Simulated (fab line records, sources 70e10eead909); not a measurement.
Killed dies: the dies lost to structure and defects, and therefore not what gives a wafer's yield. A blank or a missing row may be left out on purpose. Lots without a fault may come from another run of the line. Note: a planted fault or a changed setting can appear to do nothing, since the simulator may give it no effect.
Chamber matching / flow nandHarc / NHARC_A_STAIRCASE_ETCH_253 on rieDiel-04: 4 sister chambers
The step etches the open film in C4F8/O2, target depth 50 nm, time 20.2 s. 22 wafers are shown with their chamber, then 11 later ones without.

## WAFERS, EACH WITH ITS CHAMBER
wafer=L076.4; chamber=0; rfVppV (V)=895; rfFwdPowerW (W)=588; oesProductAu (a.u.)=0.971
wafer=L076.5; chamber=1; rfVppV (V)=891; rfFwdPowerW (W)=586; oesProductAu (a.u.)=0.975
wafer=L076.6; chamber=2; rfVppV (V)=903; rfFwdPowerW (W)=585; oesProductAu (a.u.)=0.954
wafer=L077.1; chamber=0; rfVppV (V)=896; rfFwdPowerW (W)=586; oesProductAu (a.u.)=0.950
wafer=L077.2; chamber=2; rfVppV (V)=905; rfFwdPowerW (W)=583; oesProductAu (a.u.)=0.964
wafer=L077.4; chamber=1; rfVppV (V)=889; rfFwdPowerW (W)=588; oesProductAu (a.u.)=0.974
wafer=L079.1; chamber=3; rfVppV (V)=901; rfFwdPowerW (W)=592; oesProductAu (a.u.)=0.972
wafer=L079.3; chamber=1; rfVppV (V)=890; rfFwdPowerW (W)=585; oesProductAu (a.u.)=0.961
wafer=L079.5; chamber=0; rfVppV (V)=897; rfFwdPowerW (W)=588; oesProductAu (a.u.)=0.945
wafer=L081.1; chamber=0; rfVppV (V)=896; rfFwdPowerW (W)=584; oesProductAu (a.u.)=0.946
wafer=L081.2; chamber=2; rfVppV (V)=903; rfFwdPowerW (W)=585; oesProductAu (a.u.)=0.981
wafer=L081.3; chamber=1; rfVppV (V)=890; rfFwdPowerW (W)=583; oesProductAu (a.u.)=0.987
wafer=L081.4; chamber=3; rfVppV (V)=898; rfFwdPowerW (W)=591; oesProductAu (a.u.)=0.963
wafer=L081.5; chamber=3; rfVppV (V)=899; rfFwdPowerW (W)=593; oesProductAu (a.u.)=0.966
wafer=L081.6; chamber=0; rfVppV (V)=895; rfFwdPowerW (W)=586; oesProductAu (a.u.)=0.948
wafer=L085.1; chamber=3; rfVppV (V)=899; rfFwdPowerW (W)=593; oesProductAu (a.u.)=0.952
wafer=L085.3; chamber=0; rfVppV (V)=896; rfFwdPowerW (W)=587; oesProductAu (a.u.)=0.929
wafer=L085.5; chamber=2; rfVppV (V)=902; rfFwdPowerW (W)=589; oesProductAu (a.u.)=0.947
wafer=L086.3; chamber=1; rfVppV (V)=891; rfFwdPowerW (W)=585; oesProductAu (a.u.)=0.946
wafer=L086.4; chamber=2; rfVppV (V)=903; rfFwdPowerW (W)=586; oesProductAu (a.u.)=0.942
wafer=L086.6; chamber=1; rfVppV (V)=889; rfFwdPowerW (W)=587; oesProductAu (a.u.)=0.949
wafer=L092.4; chamber=0; rfVppV (V)=897; rfFwdPowerW (W)=590; oesProductAu (a.u.)=0.947

SIGNATURES (means of the wafers above)
reading=rfVppV; chamber 0=896.00; chamber 1=890.00; chamber 2=903.20; chamber 3=899.25; scatter within a chamber=0.987
reading=rfFwdPowerW; chamber 0=587.00; chamber 1=585.67; chamber 2=585.60; chamber 3=592.25; scatter within a chamber=1.81
reading=oesProductAu; chamber 0=0.94800; chamber 1=0.96533; chamber 2=0.95760; chamber 3=0.96325; scatter within a chamber=0.0137
Rule: a wafer lies at a distance from a chamber equal to the root of the sum of squares, over the readings, of (its reading less the chamber's mean, divided by the reading's scatter). If the next closest chamber is less than 2 further off than the closest, the wafer can't be placed; otherwise it belongs to the closest. How the scatter is found: for the shown wafers, subtract from each reading the mean of its chamber, square and add these, divide the total by (wafers less chambers), then take the root.

## WAFERS WITHOUT THEIR CHAMBER
wafer=L092.5; rfVppV (V)=890; rfFwdPowerW (W)=584; oesProductAu (a.u.)=0.948
wafer=L092.6; rfVppV (V)=896; rfFwdPowerW (W)=588; oesProductAu (a.u.)=0.950
wafer=L094.1; rfVppV (V)=904; rfFwdPowerW (W)=587; oesProductAu (a.u.)=0.965
wafer=L094.3; rfVppV (V)=899; rfFwdPowerW (W)=595; oesProductAu (a.u.)=0.960
wafer=L094.4; rfVppV (V)=894; rfFwdPowerW (W)=589; oesProductAu (a.u.)=0.965
wafer=L095.3; rfVppV (V)=902; rfFwdPowerW (W)=584; oesProductAu (a.u.)=0.973
wafer=L095.4; rfVppV (V)=898; rfFwdPowerW (W)=592; oesProductAu (a.u.)=0.980
wafer=L095.5; rfVppV (V)=903; rfFwdPowerW (W)=582; oesProductAu (a.u.)=0.965
wafer=L095.1; rfVppV (V)=889; rfFwdPowerW (W)=581; oesProductAu (a.u.)=0.966
wafer=L095.2; rfVppV (V)=893; rfFwdPowerW (W)=590; oesProductAu (a.u.)=0.963
wafer=L095.6; rfVppV (V)=899; rfFwdPowerW (W)=597; oesProductAu (a.u.)=0.974

## EACH ONE'S CHAMBER
wafer=L092.5; from the rows above=1; in truth=1
wafer=L092.6; from the rows above=0; in truth=0
wafer=L094.1; from the rows above=2; in truth=2
wafer=L094.3; from the rows above=3; in truth=3
wafer=L094.4; from the rows above=can't be placed: 0 or 1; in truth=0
wafer=L095.3; from the rows above=2; in truth=2
wafer=L095.4; from the rows above=3; in truth=3
wafer=L095.5; from the rows above=2; in truth=2
wafer=L095.1; from the rows above=1; in truth=1
wafer=L095.2; from the rows above=can't be placed: 0 or 1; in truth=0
wafer=L095.6; from the rows above=3; in truth=3
Correctly placed: 9 of 11. These rows do not allow placing 2 (true chamber among the candidates in 2). Number placed wrongly: 0.
